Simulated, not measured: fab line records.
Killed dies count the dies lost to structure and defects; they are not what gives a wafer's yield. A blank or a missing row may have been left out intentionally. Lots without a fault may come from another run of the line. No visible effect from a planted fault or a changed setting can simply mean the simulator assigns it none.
fab line records	flow nandHarc
[record] lots = 7	wafers = 21	lastDay = 34
route steps=1302 shown P_CONTACT@248 P_M0@253
lots with no fault: from the same line, run without faults
startH: hours from the record's first day to the start of the lot's first wafer shown	waitH: hours from the lot's prior step to this one	" same as the row above	L1.1+2: a row that stands for several wafers	- no value, or no start was given	* or withheld: withheld	< > ~ a bound
route shown NAME@n: NAME is a module with steps in the file, n the number in the route of the first one	usual: mean and standard deviation over wafers with no fault	same: alike in all rows	chamber/n: place in a boat	sites: the reading at each site	_std_site: their standard deviation	_edge_site: mean of outer sites minus mean of inner sites	radiusMm: for every site, how far away it sits from the centre of the wafer	mask NAME#n: copy n	behind: the tool/chamber that last shaped the wafer	hold: cause of the lot's hold/its duration in hours/its outcome	device: the n, p or np transistor that did not switch	end of line: tests of these same wafers at the route's end	where a step has no rows: the recipe by itself	killed: at the first sort, the dies lost to defects and structure; wafer yield is something else	map: dies across one wafer; x = killed, . = not, _ = none there
set.NAME: the setting the step ran with; set.NAME@STEP: the setting that earlier step ran with	model.NAME: the simulator's own value behind a step, which no gauge read
lots at some steps of the route; a table a step, a row a wafer
services: when a tool's chamber went out of use (startH, in hours from the record's first day, below 0 if earlier), for how many hours, and the reason
[[steps]]
[step NHARC_P_CONTACT_CVD_23]
[recipe] targetThkA = 2000	tempC = 300	pressureTorr = 40	wf6FlowSccm = 40	h2FlowSccm = 1600	arFlowSccm = 1560	timeS = 557	material = W
[usual] heaterPowerW = 473/54	mfcArSccm = 1561/4.9	throttleValvePct = 8.0/0.43
lot.wafer	tool	chamber	startH	waitH	heaterPowerW	mfcArSccm	throttleValvePct
L879.4	cvdW-02	0	-	-	471	1555	8.1
L879.3	"	1	"	"	539	1560	8.3
L879.5	"	0	"	"	478	1559	8.1
L880.2	cvdW-01	1	-	-	443	1563	8.2
L880.3	"	0	"	"	396	1557	7.7
L880.5	"	1	"	"	455	1553	8.5
L881.1	cvdW-02	0	-	-	487	1559	8.0
L881.3	"	1	"	"	549	1559	8.1
L881.5	"	0	"	"	493	1562	8.0
L883.4	cvdW-02	1	-	-	547	1566	8.2
L883.3	"	0	"	"	478	1557	7.9
L883.6	"	1	"	"	548	1563	8.1
L886.2	cvdW-01	0	-	-	407	1563	7.1
L886.3	"	0	"	"	410	1558	7.2
L886.6	"	0	"	"	416	1557	7.2
L896.1	cvdW-01	1	-	-	471	1555	8.6
L896.3	"	1	"	"	465	1556	8.5
L896.5	"	1	"	"	471	1560	8.6
L897.2	cvdW-02	0	-	-	535	1566	7.9
L897.1	"	1	"	"	549	1567	7.8
L897.3	"	0	"	"	543	1569	7.9
[step NHARC_P_CONTACT_CMP_24]
[recipe] tOverpolishS = 30	targetThkNm = 200
[usual] motorCurrentA = 12.4/0.9	overpolishRunS = 30.000/0.0091	timeToEndpointS = 39.2/2.3
lot.wafer	tool	chamber	startH	waitH	motorCurrentA	overpolishRunS	timeToEndpointS
L879.4	cmp-02	0	169.64	0.4	11.6	29.991	36.3
L879.3	"	2	"	"	13.7	30.019	40.2
L879.5	"	3	"	"	12.1	29.995	36.6
L880.3	cmp-03	0	185.04	0.3	11.4	30.011	41.6
L880.2	"	2	"	"	12.1	29.988	38.0
L880.5	"	1	"	"	13.6	29.993	39.0
L881.3	cmp-02	1	193.99	0.3	10.8	29.996	40.8
L881.1	"	2	"	"	12.3	29.999	40.0
L881.5	"	0	"	"	12.5	29.994	40.0
L883.4	cmp-03	1	224.58	0.4	12.7	30.006	40.1
L883.3	"	3	"	"	11.4	30.003	38.7
L883.6	"	2	"	"	12.3	30.005	37.9
L886.2	cmp-03	0	243.52	0.6	12.3	30.008	38.0
L886.3	"	1	"	"	13.2	29.999	35.8
L886.6	"	1	"	"	12.8	29.997	35.1
L896.3	cmp-03	0	340.43	0.7	11.8	29.993	44.2
L896.1	"	1	"	"	13.1	30.000	39.7
L896.5	"	2	"	"	12.1	30.000	40.0
L897.3	cmp-03	2	352.61	0.4	12.7	30.007	40.9
L897.2	"	3	"	"	11.6	29.998	42.7
L897.1	"	1	"	"	13.0	29.983	43.0
[step NHARC_P_CONTACT_SRD_26]
[step NHARC_P_CONTACT_INSPECT_27]
[usual] rawDefectCount = 283/98
lot.wafer	tool	chamber	startH	waitH	rawDefectCount
L879.3	defectInspect-02	-	170.02	0.1	218
L879.4	"	-	"	"	234
L879.5	"	-	"	"	214
L880.2	defectInspect-01	-	185.45	0.1	127
L880.3	"	-	"	"	228
L880.5	"	-	"	"	136
L881.1	defectInspect-01	-	194.34	0.1	264
L881.3	"	-	"	"	208
L881.5	"	-	"	"	403
L883.3	defectInspect-02	-	224.99	0.1	336
L883.4	"	-	"	"	223
L883.6	"	-	"	"	181
L886.2	defectInspect-01	-	243.92	0.1	421
L886.3	"	-	"	"	226
L886.6	"	-	"	"	472
L896.1	defectInspect-01	-	340.78	0.1	269
L896.3	"	-	"	"	212
L896.5	"	-	"	"	261
L897.1	defectInspect-02	-	353.01	0.1	332
L897.2	"	-	"	"	248
L897.3	"	-	"	"	199
[step NHARC_P_M0_DEP_00]
[recipe] targetThkA = 1500	targetThkNm = 150	tempC = withheld	pressureTorr = 5	flowSccm = 200	rfW = 600	material = SiOC
[step NHARC_P_M0_DEHYDRATE_01]
[recipe] tempC = 150	timeS = 120
[step NHARC_P_M0_HMDS_02]
[recipe] timeS = 30
[step NHARC_P_M0_COAT_33]
[recipe] tempC = 200	timeS = 65
[step NHARC_P_M0_COAT_03]
[recipe] spinRpm = 1500	resistThkNm = 90
[step NHARC_P_M0_SOFTBAKE_04]
[recipe] tempC = 105	timeS = 55
[step NHARC_P_M0_EBR_05]
[step NHARC_P_M0_EXPOSE_06]
[recipe] na = 1.35	targetCdNm = 90	doseMj = 81.28	maskId = P_M0
[usual] exposureDoseMJCm2 = 81.27/0.076	focusOffsetNm = 0.1/0.53
lot.wafer	tool	chamber	startH	waitH	mask	exposureDoseMJCm2	focusOffsetNm
L879.3	arfiScanner-03	0	170.79	-	P_M0#0	81.25	-0.9
L879.4	"	0	"	"	P_M0#0	81.41	-0.1
L879.5	"	0	"	"	P_M0#0	81.30	-0.8
L880.2	arfiScanner-03	0	186.09	-	P_M0#0	61.84	0.6
L880.3	"	0	"	"	P_M0#0	61.91	0.5
L880.5	"	0	"	"	P_M0#0	61.77	0.1
L881.1	arfiScanner-03	0	194.98	-	P_M0#0	65.65	-1.4
L881.3	"	0	"	"	P_M0#0	65.63	-1.1
L881.5	"	0	"	"	P_M0#0	65.66	-0.3
L883.3	arfiScanner-01	0	225.75	-	P_M0#0	81.30	0.1
L883.4	"	0	"	"	P_M0#0	81.33	0.4
L883.6	"	0	"	"	P_M0#0	81.40	0.6
L886.2	arfiScanner-03	0	244.69	-	P_M0#0	68.62	0.7
L886.3	"	0	"	"	P_M0#0	68.73	0.4
L886.6	"	0	"	"	P_M0#0	68.80	1.3
L896.1	arfiScanner-01	0	341.42	-	P_M0#0	81.16	0.4
L896.3	"	0	"	"	P_M0#0	81.23	-0.2
L896.5	"	0	"	"	P_M0#0	81.20	0.0
L897.1	arfiScanner-02	0	353.77	-	P_M0#0	81.30	-0.1
L897.2	"	0	"	"	P_M0#0	81.31	-0.3
L897.3	"	0	"	"	P_M0#0	81.26	-0.9
[step NHARC_P_M0_PEB_07]
[recipe] pebTempC = 100	pebTimeS = 65
[step NHARC_P_M0_DEVELOP_08]
[recipe] developTimeS = 35	devTempC = 23
[step NHARC_P_M0_CD_MEAS_09]
[recipe] targetCdNm = 90	landingEnergyEv = 500
[usual] cdNm = 89.8/0.5
lot.wafer	tool	chamber	startH	waitH	cdNm
L879.3	cdSem-01	0	170.93	-	89.7
L879.4	"	0	"	"	89.0
L879.5	"	0	"	"	89.7
L880.2	cdSem-03	0	186.23	-	72.5
L880.3	"	0	"	"	73.0
L880.5	"	0	"	"	73.3
L881.1	cdSem-01	0	195.12	-	76.6
L881.3	"	0	"	"	77.2
L881.5	"	0	"	"	75.8
L883.3	cdSem-01	0	225.89	-	89.8
L883.4	"	0	"	"	89.6
L883.6	"	0	"	"	89.5
L886.2	cdSem-01	0	244.83	-	78.9
L886.3	"	0	"	"	78.7
L886.6	"	0	"	"	78.9
L896.1	cdSem-02	0	341.56	-	90.5
L896.3	"	0	"	"	90.5
L896.5	"	0	"	"	90.7
L897.1	cdSem-02	0	353.91	-	89.4
L897.2	"	0	"	"	89.8
L897.3	"	0	"	"	89.4
[step NHARC_P_M0_OVL_MEAS_10]
[recipe] pitchNm = 180
[usual] overlayXNm = -0.2/0.69	overlayYNm = 0.0/0.81
lot.wafer	tool	chamber	startH	waitH	overlayXNm	overlayYNm
L879.3	overlay-02	-	171.01	-	-1.6	-0.7
L879.4	"	-	"	"	-1.6	-0.2
L879.5	"	-	"	"	-1.8	-0.2
L880.2	overlay-02	-	186.32	-	-0.2	-0.4
L880.3	"	-	"	"	-0.7	-0.6
L880.5	"	-	"	"	-0.1	-1.0
L881.1	overlay-01	-	195.21	-	-1.7	-0.2
L881.3	"	-	"	"	-1.2	0.5
L881.5	"	-	"	"	-1.1	0.3
L883.3	overlay-02	-	225.97	-	-0.4	-0.6
L883.4	"	-	"	"	-0.2	0.6
L883.6	"	-	"	"	-0.2	-0.1
L886.2	overlay-01	-	244.91	-	0.6	-0.5
L886.3	"	-	"	"	0.1	-0.7
L886.6	"	-	"	"	0.0	-0.7
L896.1	overlay-02	-	341.65	-	0.3	-1.4
L896.3	"	-	"	"	-0.5	-1.2
L896.5	"	-	"	"	0.4	-0.7
L897.1	overlay-02	-	354.00	-	-0.6	0.1
L897.2	"	-	"	"	0.2	0.2
L897.3	"	-	"	"	-0.5	0.2
[step NHARC_P_M0_INSPECT_11]
[usual] rawDefectCount = 4.3/2.6
lot.wafer	tool	chamber	startH	waitH	rawDefectCount
L879.3	defectInspect-02	-	171.05	0.0	4
L879.4	"	-	"	"	6
L879.5	"	-	"	"	2
L880.2	defectInspect-01	-	186.35	0.0	8
L880.3	"	-	"	"	2
L880.5	"	-	"	"	4
L881.1	defectInspect-01	-	195.24	0.0	3
L881.3	"	-	"	"	1
L881.5	"	-	"	"	7
L883.3	defectInspect-01	-	226.01	0.0	8
L883.4	"	-	"	"	3
L883.6	"	-	"	"	2
L886.2	defectInspect-01	-	244.95	0.0	4
L886.3	"	-	"	"	2
L886.6	"	-	"	"	4
L896.1	defectInspect-01	-	341.69	0.0	0
L896.3	"	-	"	"	1
L896.5	"	-	"	"	6
L897.1	defectInspect-02	-	354.03	0.0	5
L897.2	"	-	"	"	4
L897.3	"	-	"	"	2
[step NHARC_P_M0_DESCUM_14]
[recipe] timeS = 3	o2FlowSccm = 200	arFlowSccm = 0	biasPowerW = 0	chemistry = O2
[usual] chamberPressureMTorr = 60.01/0.06	drypumpMotorCurrentA = 5.6/0.43	mfcArSccm = 0.010/0.013	oesProductAu = 1.000/0.0068	rfVppV = 57.6/0.82	showerheadPlenumPTorr = 1.88/0.063	throttleValvePct = 11.310/0.0089
lot.wafer	tool	chamber	startH	waitH	chamberPressureMTorr	drypumpMotorCurrentA	mfcArSccm	oesProductAu	rfHoursCounterH	rfVppV	showerheadPlenumPTorr	throttleValvePct	model.P_M0.cdNm
L879.3	rieDiel-01	0	171.27	0.2	60.02	5.0	0	0.994	23	58.0	1.92	11.306	89.94
L879.4	"	2	"	"	60.01	5.7	0.015	1.005	23	56.7	1.86	11.292	89.08
L879.5	"	3	"	"	59.86	5.4	0	0.990	-	57.3	1.89	11.305	89.58
L880.3	rieDiel-08	3	186.41	0.1	60.06	5.4	0.028	0.995	56	57.4	1.82	11.303	73.47
L880.2	"	2	"	"	60.04	6.1	0.002	0.997	55	58.1	1.79	11.302	72.82
L880.5	"	0	"	"	60.09	5.6	0	0.997	-	58.5	1.87	11.318	73.35
L881.1	rieDiel-01	1	195.30	0.1	60.00	6.4	0.037	1.006	28	60.7	1.94	11.322	77.02
L881.3	"	3	"	"	59.96	5.4	0	1.000	25	56.3	1.88	11.312	77.55
L881.5	"	2	"	"	60.18	5.7	0.015	0.998	-	59.2	1.86	11.309	76.37
L883.4	rieDiel-08	2	226.08	0.1	60.00	6.1	0.002	0.997	6	57.0	1.79	11.309	89.94
L883.3	"	3	"	"	60.06	5.4	0.028	0.996	8	57.7	1.82	11.305	90.19
L883.6	"	2	"	"	60.07	6.1	0.002	1.002	-	57.9	1.79	11.305	90.15
L886.3	rieDiel-03	0	245.03	0.1	60.01	5.0	0	1.004	53	59.2	1.99	11.311	78.6
L886.2	"	1	"	"	59.98	5.3	0	1.014	54	57.1	1.77	11.300	79.07
L886.6	"	2	"	"	60.05	5.5	0.007	1.004	-	57.8	1.89	11.308	78.77
L896.3	rieDiel-08	3	341.76	0.1	60.04	5.4	0.028	0.993	45	57.8	1.80	11.315	90.93
L896.1	"	0	"	"	60.03	5.6	0	1.005	48	56.9	1.86	11.298	91.47
L896.5	"	3	"	"	60.04	5.4	0.028	1.000	-	58.6	1.80	11.329	90.58
L897.2	rieDiel-03	1	354.09	0.1	59.99	5.3	0	0.996	19	58.1	2.07	11.302	89.16
L897.1	"	2	"	"	60.01	5.5	0.007	1.003	20	57.1	1.88	11.314	89.55
L897.3	"	3	"	"	60.10	5.5	0	0.996	20	58.8	1.87	11.292	89.11
[step NHARC_P_M0_ETCH_34]
[recipe] targetDepthA = 400	overetchA = 120	timeS = 43.94	ionEnergyEv = 200	n2FlowSccm = 150	h2FlowSccm = 150	arFlowSccm = 0	rfW = 400	biasW = 150	chemistry = N2/H2
[usual] chamberPressureMTorr = 29.99/0.038	drypumpMotorCurrentA = 5.6/0.45	mfcArSccm = 0.009/0.013	oesProductAu = 0.998/0.0063	rfVppV = 429.4/2.2	showerheadPlenumPTorr = 2.00/0.072	throttleValvePct = 14.172/0.009
lot.wafer	tool	chamber	startH	waitH	chamberPressureMTorr	drypumpMotorCurrentA	mfcArSccm	oesProductAu	rfHoursCounterH	rfVppV	showerheadPlenumPTorr	throttleValvePct
L879.3	rieDiel-01	1	171.35	0.1	30.04	6.4	0.037	1.000	24	431.8	2.06	14.167
L879.4	"	0	"	"	29.99	5.0	0	0.995	23	430.1	2.04	14.173
L879.5	"	2	"	"	29.96	5.7	0.015	0.999	-	427.7	1.98	14.175
L880.2	rieDiel-08	2	186.53	0.1	29.98	6.1	0.002	0.993	55	426.4	1.91	14.182
L880.3	"	3	"	"	29.98	5.4	0.028	0.998	56	427.9	1.93	14.187
L880.5	"	2	"	"	30.01	6.1	0.002	0.998	-	426.9	1.91	14.186
L881.3	rieDiel-01	2	195.40	0.1	30.00	5.7	0.015	0.991	28	428.6	1.98	14.185
L881.1	"	3	"	"	30.02	5.4	0	0.994	25	429.1	2.01	14.171
L881.5	"	1	"	"	29.94	6.4	0.037	1.004	-	431.2	2.06	14.171
L883.4	rieDiel-08	1	226.16	0.1	29.99	6.2	0.016	0.985	5	427.0	1.91	14.163
L883.3	"	3	"	"	29.99	5.4	0.028	0.995	8	428.4	1.93	14.188
L883.6	"	2	"	"	29.98	6.1	0.002	0.994	-	425.7	1.91	14.182
L886.3	rieDiel-03	1	245.10	0.1	30.01	5.3	0	1.004	54	427.1	1.88	14.181
L886.2	"	2	"	"	30.02	5.5	0.007	1.007	44	429.4	2.02	14.157
L886.6	"	1	"	"	30.04	5.3	0	1.007	-	426.8	1.88	14.163
L896.1	rieDiel-08	0	341.83	0.1	30.00	5.6	0	0.994	48	429.4	1.98	14.147
L896.3	"	3	"	"	29.98	5.4	0.028	0.991	45	426.0	1.92	14.160
L896.5	"	1	"	"	30.01	6.2	0.016	0.995	-	425.0	1.90	14.169
L897.1	rieDiel-03	1	354.18	0.1	29.99	5.3	0	1.004	19	434.8	2.21	14.160
L897.2	"	2	"	"	29.97	5.6	0.007	1.001	20	430.0	2.01	14.176
L897.3	"	3	"	"	30.02	5.5	0	0.986	20	429.5	1.99	14.184
[step NHARC_P_M0_ETCH_15]
[recipe] targetDepthA = 1500	overetchA = 150	timeS = 82.5	c4f8FlowSccm = withheld	arFlowSccm = 400	rfW = 600	biasW = 300	chemistry = C4F8/Ar
[usual] chamberPressureMTorr = 25.002/0.025	oesProductAu = 0.955/0.021	rfVppV = 439.7/2.2
lot.wafer	tool	chamber	startH	waitH	chamberPressureMTorr	oesProductAu	rfHoursCounterH	rfVppV	model.P_M0.cdNm
L879.3	rieDiel-01	3	-	-	24.989	0.967	20	441.2	89.68
L879.4	"	1	"	"	24.987	0.984	24	442.3	88.93
L879.5	"	2	"	"	25.003	0.980	-	438.5	89.27
L880.3	rieDiel-08	3	-	-	25.034	0.915	57	437.6	73.67
L880.2	"	2	"	"	25.005	0.924	55	436.9	72.83
L880.5	"	3	"	"	25.006	0.923	-	438.0	73.71
L881.1	rieDiel-01	2	-	-	25.000	0.959	28	438.6	76.82
L881.3	"	3	"	"	25.023	0.976	25	439.7	77.41
L881.5	"	2	"	"	25.012	0.963	-	439.3	76.19
L883.3	rieDiel-08	1	-	-	25.029	0.965	5	436.9	90.09
L883.4	"	3	"	"	24.999	0.974	8	437.5	89.94
L883.6	"	2	"	"	24.958	0.956	-	437.4	89.88
L886.3	rieDiel-03	2	-	-	24.916	0.927	44	440.6	78.6
L886.2	"	3	"	"	25.011	0.933	54	440.4	78.95
L886.6	"	2	"	"	25.000	0.935	-	440.7	78.5
L896.3	rieDiel-08	3	-	-	24.993	0.919	45	438.2	91.39
L896.1	"	0	"	"	24.992	0.924	48	438.8	91.04
L896.5	"	0	"	"	25.004	0.925	-	438.3	90.58
L897.3	rieDiel-03	2	-	-	25.050	0.968	20	440.9	89.17
L897.2	"	3	"	"	25.014	0.967	20	440.9	89.64
L897.1	"	0	"	"	25.007	0.981	19	442.7	89.68
[step NHARC_P_M0_CD_MEAS_16]
[usual] cdNm = 89.8/0.68
lot.wafer	tool	chamber	startH	waitH	cdNm
L879.3	cdSem-03	-	171.57	-	90.2
L879.4	"	-	"	"	89.0
L879.5	"	-	"	"	89.0
L880.2	cdSem-02	-	186.82	-	72.9
L880.3	"	-	"	"	73.5
L880.5	"	-	"	"	73.7
L881.1	cdSem-03	-	195.60	-	77.1
L881.3	"	-	"	"	77.6
L881.5	"	-	"	"	76.2
L883.3	cdSem-03	-	226.38	-	90.0
L883.4	"	-	"	"	89.5
L883.6	"	-	"	"	89.7
L886.2	cdSem-03	-	245.31	-	78.7
L886.3	"	-	"	"	78.5
L886.6	"	-	"	"	78.4
L896.1	cdSem-01	-	342.05	-	90.7
L896.3	"	-	"	"	91.2
L896.5	"	-	"	"	91.2
L897.1	cdSem-03	-	354.39	-	89.9
L897.2	"	-	"	"	89.3
L897.3	"	-	"	"	89.0
[[services]]
tool	chamber	startH	hours	kind
rieDiel-08	1	157.97	30.4	repair
cmp-03	-	159.49	3.0	repair
rieDiel-08	3	160.86	2.5	repair
rieDiel-03	2	168.19	5.1	repair
rieDiel-01	1	172.24	6.0	repair
rieDiel-08	-	172.84	0.2	repair
cmp-03	-	178.45	4.7	repair
rieDiel-03	2	178.97	7.5	repair
rieDiel-01	0	183.63	5.7	repair
rieDiel-08	-	195.77	9.0	pm
arfiScanner-03	-	197.47	4.0	pm
cmp-03	-	200.60	0.8	repair
rieDiel-01	-	204.37	9.0	pm
rieDiel-03	2	228.34	9.7	repair
cmp-03	-	245.98	3.4	repair
rieDiel-01	1	248.37	1.8	repair
rieDiel-01	2	258.86	8.4	repair
cmp-03	-	260.44	4.0	pm
cvdW-02	-	269.06	13.0	pm
cmp-03	-	278.25	1.2	repair
rieDiel-03	2	280.12	6.7	repair
rieDiel-03	-	281.30	9.0	pm
cmp-03	-	313.19	0.6	repair
rieDiel-01	3	345.21	14.1	repair
[[key]]
[firstSign] step = NHARC_P_M0_EXPOSE_06	reading = exposureDoseMJCm2	direction = down	sigmas = 99+	usual = 81.27	struck = 65.40
[effect] step = NHARC_P_M0_CD_MEAS_09	reading = cdNm	direction = down	sigmas = 27	usual = 89.8	struck = 76.1	through = controlLoop
[effect] step = NHARC_P_M0_CD_MEAS_16	reading = cdNm	direction = down	sigmas = 20	usual = 89.8	struck = 76.3	through = controlLoop
[modelEffect] step = NHARC_P_M0_DESCUM_14	value = P_M0.cdNm	without = 89.84	struck = 76.34
[modelEffect] step = NHARC_P_M0_ETCH_15	value = P_M0.cdNm	without = 89.8	struck = 76.3
metAt NHARC_P_M0_EXPOSE_06
struckWafers L880.2,L880.3,L880.5,L881.1,L881.3,L881.5,L886.2,L886.3,L886.6
laterRowsLeftOut L880.2,L880.3,L880.5
sortLeftOut L880.2,L880.3,L880.5,L881.1,L881.3,L881.5,L886.2,L886.3,L886.6
[loopTrim] step = NHARC_P_M0_EXPOSE_06	setting = dose	lots = L881,L886
onsetBetween 170.79 186.09
[fault] kind = processParameterDrift	tool = arfiScanner-03	chamber = -	onsetH = 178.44	steps = NHARC_P_M0_EXPOSE_06	channel = doseMj	offset = -19.516	shape = step	actsIn = theseRecipesOnly	stated = 81.28
// sortLeftOut: the simulated sort isn't trusted on such a fault, so these wafers' sort isn't shown, and their yield isn't known
// laterRowsLeftOut: the simulator's readings of these wafers behind a module that went badly wrong aren't trusted and aren't shown, but for the sort
// loopTrim: a control loop set the setting to another value than it would have without faults
